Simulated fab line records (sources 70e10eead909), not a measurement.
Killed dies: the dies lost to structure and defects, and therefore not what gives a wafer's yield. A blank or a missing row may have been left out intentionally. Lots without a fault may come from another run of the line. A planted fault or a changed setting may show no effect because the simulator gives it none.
Matching of chambers -- flow nandHarc -- NHARC_A_STAIRCASE_DEP_151 on pecvd-01: 3 sister chambers
The step deposits SiO2, target thk 3800 nm. 6 wafers are shown with their chamber, then 9 later ones without.

## EACH WAFER AND ITS CHAMBER
wafer,chamber,heaterPowerW (W),mfcPrecursorSccm (sccm)
L087.1,0,787,199.5
L087.5,2,668,200.7
L087.6,1,556,199.6
L089.1,2,706,200.2
L089.2,0,816,199.0
L089.4,1,559,198.8

## WAFERS WITH NO CHAMBER GIVEN
wafer,heaterPowerW (W),mfcPrecursorSccm (sccm)
L090.1,725,200.8
L090.3,763,200.4
L090.6,543,199.5
L095.1,645,200.6
L095.3,682,201.2
L095.4,541,201.1
L097.2,798,199.3
L097.4,678,200.0
L097.5,653,199.2

## EACH ONE'S CHAMBER
wafer,from the rows above,in truth
L090.1,2,2
L090.3,can't be placed: 0 or 2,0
L090.6,1,1
L095.1,2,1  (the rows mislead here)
L095.3,2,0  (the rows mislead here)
L095.4,1,1
L097.2,0,0
L097.4,2,2
L097.5,can't be placed: 2 or 1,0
5 of 9 placed correctly. Unplaceable from these rows: 2, with the true chamber sitting among the candidates in 1. Wrongly placed: 2.
How it was worked out, from the rows above alone: a wafer's distance from a chamber is the root of the sum, over the readings, of the square of ((its reading less the chamber's mean) divided by the reading's scatter). If the next closest chamber is less than 2 further off than the closest, the wafer can't be placed; otherwise it belongs to the closest. A chamber's mean is the mean of its shown wafers. The scatter is the square root of a quotient: the sum, over the shown wafers, of each reading's squared deviation from its chamber's mean, divided by wafers minus chambers.
